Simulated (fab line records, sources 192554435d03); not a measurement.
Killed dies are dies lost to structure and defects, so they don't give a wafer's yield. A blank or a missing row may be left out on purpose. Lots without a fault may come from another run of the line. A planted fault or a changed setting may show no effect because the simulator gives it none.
fab line records | flow n5_finfet
record lots=7 wafers=39
route steps=1938 shown BEOL_M8@1377 BEOL_M10@1486
start_h: hours from the record's first day to the start of the lot's first wafer shown | wait_h: hours since the lot's step before | " the same as in the row above | L1.1+2: a row that stands for several wafers | - no value, or no start given | * or withheld: withheld | < > ~ a bound
route shown NAME@n: a module of which the file shows steps, and the number in the route of the first | usual: mean/standard deviation of fault-free wafers | same: alike in all rows | chamber/n: place in a boat | sites: the reading at each site | _std_site: their standard deviation | _edge_site: outer sites' mean less inner sites' | radius_mm: how far each site lies from the wafer's centre | mask NAME#n: copy n | behind: the tool/chamber that last shaped the wafer | hold: why the lot was held/for how many hours/how that ended | device: the transistor (n, p or np) that didn't switch | end of line: the same wafers' tests at the end of the route | a step without rows: its recipe alone | killed: dies lost to structure and defects at the first sort, not the wafer's yield | map: a wafer's dies, x killed, . not, _ none there
set.NAME: the setting as run; set.NAME@STEP: as run at that earlier step | model.NAME: the simulator's own value behind a step, which no gauge read
lots whose settings were changed on purpose; a table a step, a row a wafer
## steps
# step N5_BEOL_M8_TRENCH_ETCH_37
# recipe chemistry=C4F6/O2 target_depth_a=934.78 target=SiCOH_lowk time_s=31.2 ion_energy_ev=250 pressure_mtorr=30 source_w=345 bias_w=185 Ar_flow_sccm=300 C4F6_flow_sccm=10 O2_flow_sccm=10
# columns lot.wafer tool chamber start_h wait_h set.time_s model.etch.depth_nm model.BEOL_M8.feature_depth_nm model.TiN_of_BEOL_M8_HM_DEP_02.thk_nm
L081.1 rie_diel-05 0 - - 31.2 95.54 95.6 17.6
L081.2 " 2 " " 31.2 93.88 93.8 17.8
L081.3 " 1 " " 31.2 96.2 96.2 17.6
L081.4 " 3 " " 31.2 93.37 93.4 17.8
L081.5 " 1 " " 31.2 96.41 96.4 17.6
L081.6 " 2 " " 31.2 94.19 94.2 17.6
L083.1 rie_diel-01 1 - - 36.34 112.4 112.4 17.2
L083.2 " 2 " " 31.2 96.19 96.2 17.4
L083.3 " 0 " " 31.2 93.95 94 17.6
L083.4 " 3 " " 36.34 108.1 108.2 17.2
L083.5 " 2 " " 36.34 111.6 111.6 17.2
L083.6 " 3 " " 31.2 92.72 92.8 17.6
L086.1 rie_diel-02 1 - - 31.2 92.03 92 17.4
L086.2 " 3 " " 31.2 93.47 93.4 17.4
L086.5 " 1 " " 31.2 91.76 91.8 17.8
L088.1 rie_diel-05 0 - - 31.2 93.95 94 17.2
L088.2 " 1 " " 48.9 147.6 147.6 15.8
L088.3 " 2 " " 48.9 146.2 146.2 15.6
L088.4 " 1 " " 31.2 94.97 95 17.2
L088.5 " 2 " " 31.2 91.61 91.6 17.2
L088.6 " 0 " " 48.9 148.5 148.4 15.8
L094.1 rie_diel-05 0 - - 31.2 93.5 93.6 17
L094.2 " 2 " " 31.2 92.79 92.8 17
L094.3 " 1 " " 31.2 94.82 94.8 16.8
L094.4 " 1 " " 31.2 95.15 95.2 16.8
L094.5 " 2 " " 31.2 92.65 92.6 17
L094.6 " 0 " " 31.2 94.55 94.6 17
L096.1 rie_diel-02 0 - - 18.19 54.68 54.6 18.2
L096.2 " 2 " " 31.2 90.61 90.6 17.2
L096.3 " 3 " " 18.19 53.99 54 18.2
L096.4 " 1 " " 18.19 53.54 53.6 18.2
L096.5 " 2 " " 31.2 90.64 90.6 17.4
L096.6 " 3 " " 31.2 93.04 93 17.4
L097.1 rie_diel-01 3 - - 31.2 92.97 93 17.2
L097.2 " 0 " " 22.13 66.01 66 18
L097.3 " 1 " " 31.2 95.25 95.2 17.2
L097.4 " 2 " " 22.13 66.67 66.6 18.4
L097.5 " 3 " " 22.13 66.64 66.6 18
L097.6 " 0 " " 31.2 92.75 92.8 17.4
# step N5_BEOL_M8_ETCH_41
# recipe chemistry=CH3F/O2 target=SiCN target_depth_a=319 taper_deg=2 time_s=57.8 ion_energy_ev=120 mask_material=TiN pressure_mtorr=30 source_w=395 bias_w=75 Ar_flow_sccm=150 CH3F_flow_sccm=30 O2_flow_sccm=20
# step N5_BEOL_M8_STRIP_80
# recipe chemistry=N2/H2 time_s=10 power_w=450 temp_c=40 pressure_mtorr=20 rf_frequency_hz=6e+07 bias_power_w=7 n2_flow_sccm=200 h2_flow_sccm=200
# step N5_BEOL_M8_OCD_MEAS_38
# usual trench_depth_nm=93.3/1.6
# columns lot.wafer tool chamber start_h wait_h set.time_s@BEOL_M8_TRENCH_ETCH_37 trench_depth_nm
L081.1 ocd-01 - 247.14 - 31.2 95.0
L081.2 " - " " 31.2 93.7
L081.3 " - " " 31.2 95.9
L081.4 " - " " 31.2 93.3
L081.5 " - " " 31.2 95.9
L081.6 " - " " 31.2 93.4
L083.1 ocd-01 - 275.69 - 36.34 112.2
L083.2 " - " " 31.2 96.0
L083.3 " - " " 31.2 94.5
L083.4 " - " " 36.34 107.7
L083.5 " - " " 36.34 111.9
L083.6 " - " " 31.2 93.0
L086.1 ocd-01 - 282.35 - 31.2 91.9
L086.2 " - " " 31.2 93.2
L086.5 " - " " 31.2 92.1
L088.1 ocd-01 - 303.01 - 31.2 93.4
L088.2 " - " " 48.9 148.0
L088.3 " - " " 48.9 146.2
L088.4 " - " " 31.2 95.2
L088.5 " - " " 31.2 91.7
L088.6 " - " " 48.9 148.4
L094.1 ocd-02 - 328.62 - 31.2 93.7
L094.2 " - " " 31.2 92.9
L094.3 " - " " 31.2 94.5
L094.4 " - " " 31.2 95.4
L094.5 " - " " 31.2 92.3
L094.6 " - " " 31.2 94.7
L096.1 ocd-01 - 343.12 - 18.19 54.6
L096.2 " - " " 31.2 90.7
L096.3 " - " " 18.19 53.7
L096.4 " - " " 18.19 53.5
L096.5 " - " " 31.2 91.1
L096.6 " - " " 31.2 92.7
L097.1 ocd-02 - 352.56 - 31.2 93.4
L097.2 " - " " 22.13 66.2
L097.3 " - " " 31.2 95.3
L097.4 " - " " 22.13 66.7
L097.5 " - " " 22.13 66.4
L097.6 " - " " 31.2 92.7
# step N5_BEOL_M8_HM_STRIP_39
# recipe chemistry=peroxide_tin_strip material=TiN target_depth_a=250 temp_c=50 time_s=158
# step N5_BEOL_M8_SRD_40
# recipe time_s=30 temp_c=23 rinse_liquid=diw dry=ipa_marangoni
# step N5_BEOL_M8_ECD_50
# recipe material=Cu target_thk_a=3000
# step N5_BEOL_M8_ANNEAL_51
# recipe temp_c=225 time_s=90 ambient=N2
# step N5_BEOL_M8_CMP_52
# recipe stop_on=SiCOH_lowk t_overpolish_s=6.9 down_force_psi=1 platen_rpm=50 clearing_platen_down_force_psi=1.5 clearing_platen_rpm=50 post_cmp_clean=cu_alkaline target_thk_nm=80 clearing_platen_pad_velocity_m_s=0.99484 pad_velocity_m_s=0.99484
# columns lot.wafer tool chamber start_h wait_h set.time_s@BEOL_M8_TRENCH_ETCH_37 model.Cu_of_BEOL_M8_ECD_50.thk_nm
L081.4 cmp-03 0 249.16 0.1 31.2 81
L081.2+6 " 1 " " 31.2 81.8
L081.1 " 2 " " 31.2 83.6
L081.3 " 3 " " 31.2 84.2
L081.5 " 0 " " 31.2 84
L083.4 cmp-03 0 277.79 0.1 36.34 93.6
L083.2 " 1 " " 31.2 81.2
L083.3 " 2 " " 31.2 80.8
L083.1 " 3 " " 36.34 98.4
L083.6 " 0 " " 31.2 78.8
L083.5 " 1 " " 36.34 99
L086.2 cmp-03 2 285.62 0.3 31.2 81
L086.1 " 3 " " 31.2 78.2
L086.5 " 1 " " 31.2 78.4
L088.3 cmp-03 1 305.96 0.2 48.9 133.6
L088.2 " 2 " " 48.9 136.2
L088.1 " 3 " " 31.2 81.2
L088.4 " 0 " " 31.2 81.8
L088.5 " 1 " " 31.2 78.6
L088.6 " 2 " " 48.9 136.4
L094.3 cmp-02 3 332.59 0.2 31.2 82
L094.2+5 " 0,3 " " 31.2 80.6
L094.1 " 1 " " 31.2 80.8
L094.4 " 2 " " 31.2 83.2
L094.6 " 0 " " 31.2 82.8
L096.3 cmp-04 0 345.67 0.2 18.19 41
L096.4 " 1 " " 18.19 41.4
L096.1 " 2 " " 18.19 42.2
L096.2 " 3 " " 31.2 78.2
L096.5 " 0 " " 31.2 78.4
L096.6 " 1 " " 31.2 81.6
L097.3 cmp-04 3 354.94 0.2 31.2 82.8
L097.1 " 0 " " 31.2 80.4
L097.2 " 1 " " 22.13 53.4
L097.4 " 2 " " 22.13 52.4
L097.6 " 3 " " 31.2 80.8
L097.5 " 0 " " 22.13 53.2
# step N5_BEOL_M8_THK_MEAS_53
# recipe thk_meas_gauge=xrf reads=Cu_of_BEOL_M8_ECD_50
# usual M8_THK=79.4/1.9
# columns lot.wafer tool chamber start_h wait_h set.time_s@BEOL_M8_TRENCH_ETCH_37 M8_THK[nm]
L081.1 film_metro-02 - 249.45 - 31.2 82.5
L081.2 " - " " 31.2 81.3
L081.3 " - " " 31.2 83.3
L081.4 " - " " 31.2 80.0
L081.5 " - " " 31.2 82.6
L081.6 " - " " 31.2 80.6
L083.1 film_metro-01 - 278.08 - 36.34 97.9
L083.2 " - " " 31.2 81.2
L083.3 " - " " 31.2 80.8
L083.4 " - " " 36.34 93.5
L083.5 " - " " 36.34 99.0
L083.6 " - " " 31.2 78.8
L086.1 film_metro-02 - 285.84 - 31.2 77.7
L086.2 " - " " 31.2 80.0
L086.5 " - " " 31.2 77.9
L088.1 film_metro-01 - 306.26 - 31.2 80.7
L088.2 " - " " 48.9 135.3
L088.3 " - " " 48.9 132.6
L088.4 " - " " 31.2 81.0
L088.5 " - " " 31.2 77.9
L088.6 " - " " 48.9 135.9
L094.1 film_metro-01 - 332.89 - 31.2 80.7
L094.2 " - " " 31.2 80.9
L094.3 " - " " 31.2 82.0
L094.4 " - " " 31.2 83.2
L094.5 " - " " 31.2 80.8
L094.6 " - " " 31.2 82.9
L096.1 film_metro-01 - 345.97 - 18.19 41.8
L096.2 " - " " 31.2 77.6
L096.3 " - " " 18.19 40.8
L096.4 " - " " 18.19 41.1
L096.5 " - " " 31.2 78.0
L096.6 " - " " 31.2 80.6
L097.1 film_metro-01 - 355.24 - 31.2 79.8
L097.2 " - " " 22.13 53.0
L097.3 " - " " 31.2 82.6
L097.4 " - " " 22.13 52.2
L097.5 " - " " 22.13 52.9
L097.6 " - " " 31.2 80.4
# step N5_BEOL_M8_PRE_CLEAN_55
# recipe gas=NH3 time_s=15 temp_c=withheld rf_power_w=300
# step N5_BEOL_M8_DEP_56
# recipe material=SiCN target_thk_a=100 temp_c=withheld precursor=3MS/NH3 pressure_torr=3 rf_w=202 time_s=17.5
# step N5_BEOL_M8_RS_MEAS_57
# recipe thk_meas_gauge=four-point-probe reads=Cu_of_BEOL_M8_ECD_50+Co_of_BEOL_M8_CVD_78+TaN_of_BEOL_M8_ALD_77
# usual M8_RS=0.285/0.0075
# columns lot.wafer tool chamber start_h wait_h set.time_s@BEOL_M8_TRENCH_ETCH_37 M8_RS[ohm/sq]
L081.1 film_metro-02 - 249.58 0.1 31.2 0.271
L081.2 " - " " 31.2 0.279
L081.3 " - " " 31.2 0.269
L081.4 " - " " 31.2 0.282
L081.5 " - " " 31.2 0.270
L081.6 " - " " 31.2 0.279
L083.1 film_metro-02 - 278.21 0.1 36.34 0.225
L083.2 " - " " 31.2 0.281
L083.3 " - " " 31.2 0.283
L083.4 " - " " 36.34 0.238
L083.5 " - " " 36.34 0.223
L083.6 " - " " 31.2 0.291
L086.1 film_metro-01 - 285.98 0.1 31.2 0.294
L086.2 " - " " 31.2 0.281
L086.5 " - " " 31.2 0.292
L088.1 film_metro-02 - 306.39 0.1 31.2 0.281
L088.2 " - " " 48.9 0.156
L088.3 " - " " 48.9 0.160
L088.4 " - " " 31.2 0.279
L088.5 " - " " 31.2 0.292
L088.6 " - " " 48.9 0.156
L094.1 film_metro-01 - 333.02 0.1 31.2 0.282
L094.2 " - " " 31.2 0.283
L094.3 " - " " 31.2 0.277
L094.4 " - " " 31.2 0.273
L094.5 " - " " 31.2 0.283
L094.6 " - " " 31.2 0.274
L096.1 film_metro-01 - 346.10 0.1 18.19 0.629
L096.2 " - " " 31.2 0.294
L096.3 " - " " 18.19 0.650
L096.4 " - " " 18.19 0.644
L096.5 " - " " 31.2 0.293
L096.6 " - " " 31.2 0.280
L097.1 film_metro-01 - 355.37 0.1 31.2 0.284
L097.2 " - " " 22.13 0.468
L097.3 " - " " 31.2 0.275
L097.4 " - " " 22.13 0.476
L097.5 " - " " 22.13 0.467
L097.6 " - " " 31.2 0.283
# step N5_BEOL_M10_DESCUM_16
# recipe chemistry=O2 time_s=7.9 source_power_w=50 bias_power_w=20 pressure_mtorr=20 rf_frequency_hz=2.712e+07 temp_c=40 resist=CAR-ArF o2_flow_sccm=225
# columns lot.wafer tool chamber start_h wait_h set.time_s model.CAR-ArF_of_BEOL_M10_COAT_05.thk_nm
L081.1+4 rie_diel-01 3,0 261.08 0.2 6.607 84
L081.2+3+5 " 2,1,0 " " 7.9 83.2
L081.6 " 1 " " 6.607 83.8
L083.1 rie_diel-02 3 285.99 0.2 12.36 80.8
L083.2+4 " 2,0 " " 12.36 80.6
L083.3 " 1 " " 7.9 83.4
L083.5 " 1 " " 7.9 83.2
L083.6 " 0 " " 7.9 83
L086.1+2+5 rie_diel-05 0,1,2 297.90 0.1 7.9 83.2
L088.1 rie_diel-02 2 315.90 0.0 7.9 83.8
L088.2+3 " 3,1 " " 7.9 83.6
L088.4+5 " 0,3 " " 10.41 82
L088.6 " 2 " " 10.41 82.2
L094.1+3+4 rie_diel-01 0,1,1 343.39 0.0 7.9 83.6
L094.2+6 " 2 " " 7.9 83.4
L094.5 " 0 " " 7.9 83.2
L096.1 rie_diel-01 0 356.59 0.0 10.13 82
L096.2+4 " 3,1 " " 7.9 83.2
L096.3 " 2 " " 7.9 83.4
L096.5 " 2 " " 10.13 81.8
L096.6 " 1 " " 10.13 82.2
L097.1+2 rie_diel-05 0,1 368.41 0.6 7.9 83.2
L097.3+5 " 2,1 " " 9.855 82.2
L097.4 " 3 " " 9.855 82
L097.6 " 2 " " 7.9 83
# step N5_BEOL_M10_ETCH_61
# recipe chemistry=CF4 target=SiARC target_depth_a=390 mask_material=CAR-ArF time_s=65 ion_energy_ev=80 pressure_mtorr=40 source_w=545 bias_w=36 Ar_flow_sccm=100 cf4_flow_sccm=100 ends=cleared
# columns lot.wafer tool chamber start_h wait_h set.time_s@BEOL_M10_DESCUM_16 model.CAR-ArF_of_BEOL_M10_COAT_05.thk_nm
L081.1+4+6 rie_diel-01 3,0,1 261.12 0.0 6.607 56
L081.2+3 " 2,1 " " 7.9 55.2
L081.5 " 0 " " 7.9 55.4
L083.1+2 rie_diel-02 3,2 286.03 0.0 12.36 52.8
L083.3 " 1 " " 7.9 55.6
L083.4 " 0 " " 12.36 52.6
L083.5+6 " 1,0 " " 7.9 55.2
L086.1+2+5 rie_diel-05 0,1,2 297.93 0.0 7.9 55.2
L088.1+2 rie_diel-02 2,3 315.93 0.0 7.9 55.8
L088.3 " 1 " " 7.9 55.6
L088.4 " 0 " " 10.41 54.2
L088.5 " 3 " " 10.41 54
L088.6 " 2 " " 10.41 54.4
L094.1+4 rie_diel-01 0,1 343.42 0.0 7.9 55.8
L094.2+3+6 " 2,1,2 " " 7.9 55.6
L094.5 " 0 " " 7.9 55.4
L096.1+5 rie_diel-01 0,2 356.63 0.0 10.13 54
L096.2+4 " 3,1 " " 7.9 55.4
L096.3 " 2 " " 7.9 55.6
L096.6 " 1 " " 10.13 54.4
L097.1+2 rie_diel-05 0,1 368.45 0.0 7.9 55.4
L097.3+4 " 2,3 " " 9.855 54.2
L097.5 " 1 " " 9.855 54.4
L097.6 " 2 " " 7.9 55.2
## key
split step=N5_BEOL_M8_TRENCH_ETCH_37 setting=time_s stated=31.2 by=wafer
response step=N5_BEOL_M8_TRENCH_ETCH_37 reading=model.etch.depth_nm change=+0.935 per=1% r=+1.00
response step=N5_BEOL_M8_TRENCH_ETCH_37 reading=model.BEOL_M8.feature_depth_nm change=+0.934 per=1% r=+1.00
response step=N5_BEOL_M8_TRENCH_ETCH_37 reading=model.TiN_of_BEOL_M8_HM_DEP_02.thk_nm change=-0.0247 per=1% r=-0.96
response step=N5_BEOL_M8_OCD_MEAS_38 reading=trench_depth_nm change=+0.938 per=1% r=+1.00
response step=N5_BEOL_M8_CMP_52 reading=model.Cu_of_BEOL_M8_ECD_50.thk_nm change=+0.953 per=1% r=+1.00
response step=N5_BEOL_M8_THK_MEAS_53 reading=M8_THK change=+0.949 per=1% r=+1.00
response step=N5_BEOL_M8_RS_MEAS_57 reading=M8_RS shape=bent at_lowest=0.641 at_stated=0.282 at_highest=0.157
split step=N5_BEOL_M10_DESCUM_16 setting=time_s stated=7.9 by=wafer
response step=N5_BEOL_M10_DESCUM_16 reading=model.CAR-ArF_of_BEOL_M10_COAT_05.thk_nm change=-0.0453 per=1% r=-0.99
response step=N5_BEOL_M10_ETCH_61 reading=model.CAR-ArF_of_BEOL_M10_COAT_05.thk_nm change=-0.0462 per=1% r=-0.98
